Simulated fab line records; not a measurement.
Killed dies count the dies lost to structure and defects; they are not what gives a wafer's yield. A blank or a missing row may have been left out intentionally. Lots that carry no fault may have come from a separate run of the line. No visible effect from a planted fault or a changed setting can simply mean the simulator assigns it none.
A lot that was struck, set against a sound lot -- flow nandHarc -- 15 out of 1302 route steps
Sound: the wafers L221.2, L221.3, L221.6. The struck wafers were L230.2, L230.4, L230.6. The cause comes at the end.
Order at every step that has rows: each side's tool, ch and its chambers, its first start. Under that, the readings that differ: sound wafers -- struck wafers -- difference of the means -- sigmas: that difference in standard deviations of wafers without a fault.
alike: a reading whose means differ by less than 2 such deviations, as well as words and numbers matching on both sides. not compared: withheld readings; readings where some wafer has no value; bounds like >300 that might hide an equal value; numbers whose values overlap and for which the record gives no deviation.
A row with sigmas, a row that says differs or no value, or rows on one side alone: a step with any of these is where the two part. When numbers do not overlap yet have no deviation, they are printed without sigmas and do not part them. A reading that every wafer of one side lacks parts them only if that side has two wafers or more.

first, 1 step without rows for these wafers: NHARC_A_ONON_D1_DEP_12 (target thk 1000 nm).
NHARC_A_ONON_D1_THK_MEAS_14: measures by ellipsometry.
  struck on filmMetro-02, day 15 05:37; sound on filmMetro-02, day 11 09:46
  alike: thkNm
then, 2 steps without rows for these wafers: NHARC_A_ONON_D1_ANNEAL_15 (time 3600 s); NHARC_A_ONON_D1_DEP_16 (target thk 1000 nm).
NHARC_A_ONON_D1_THK_MEAS_18: measures by ellipsometry.
  struck on filmMetro-02, day 15 15:01; sound on filmMetro-01, day 11 17:36
reading,sound,struck,difference,sigmas
thkNm (nm),1008 1008 1008,983 983 981,-26,-3
following that, 1 step holds no rows for these wafers, namely NHARC_A_ONON_D1_DEP_19 (target thickness 1000 nm).
NHARC_A_ONON_D1_THK_MEAS_21: measures by ellipsometry.
  struck on filmMetro-01, day 15 15:35; sound on filmMetro-01, day 11 18:10
  alike: thkNm
following that, 1 step holds no rows for these wafers, namely NHARC_A_ONON_D1_DEP_22 (target thickness 1000 nm).
NHARC_A_ONON_D1_THK_MEAS_24: measures by ellipsometry.
  struck on filmMetro-01, day 15 16:08; sound on filmMetro-02, day 11 18:44
  alike: thkNm
following that, 1 step holds no rows for these wafers, namely NHARC_A_ONON_D1_DEP_25 (target thickness 1000 nm).
NHARC_A_ONON_D1_THK_MEAS_27: measures by ellipsometry.
  struck on filmMetro-01, day 15 16:43; sound on filmMetro-02, day 11 19:18
  alike: thkNm
NHARC_A_ONON_D1_DEP_28: target thk 1000 nm.
  sound on pecvdOnon-02 ch 0, day 11 19:25; struck on pecvdOnon-04 ch 0, day 15 16:49
  alike: n2FlowSccm
NHARC_A_ONON_D1_THK_MEAS_30: measures by ellipsometry.
  struck on filmMetro-02, day 15 17:16; sound on filmMetro-01, day 11 19:52
reading,sound,struck,difference,sigmas
thkNm (nm),992 994 993,1558 1558 1556,+564,+75
NHARC_A_ONON_D1_DEP_33: deposits SiO2, target thk 200 nm.
  sound on pecvd-01 ch 0,1, day 11 19:58; struck on pecvd-03 ch 0,2, day 15 17:20
  alike: heaterPowerW, throttleValvePct
-- record jumps: 17 days between struck wafers' starts before vs after; left off in module A_ONON_D1, resumes in module END, first step shown is number 1302 of the route --
NHARC_END_SORT_01:
  the record has rows for the struck wafers here (prober-01 ch 0, day 32 21:13) and none for the sound ones

## WHERE THEY PART
Last at NHARC_END_SORT_01 as far as this record goes, first at NHARC_A_ONON_D1_THK_MEAS_18.

WHY: whatever the simulator had introduced
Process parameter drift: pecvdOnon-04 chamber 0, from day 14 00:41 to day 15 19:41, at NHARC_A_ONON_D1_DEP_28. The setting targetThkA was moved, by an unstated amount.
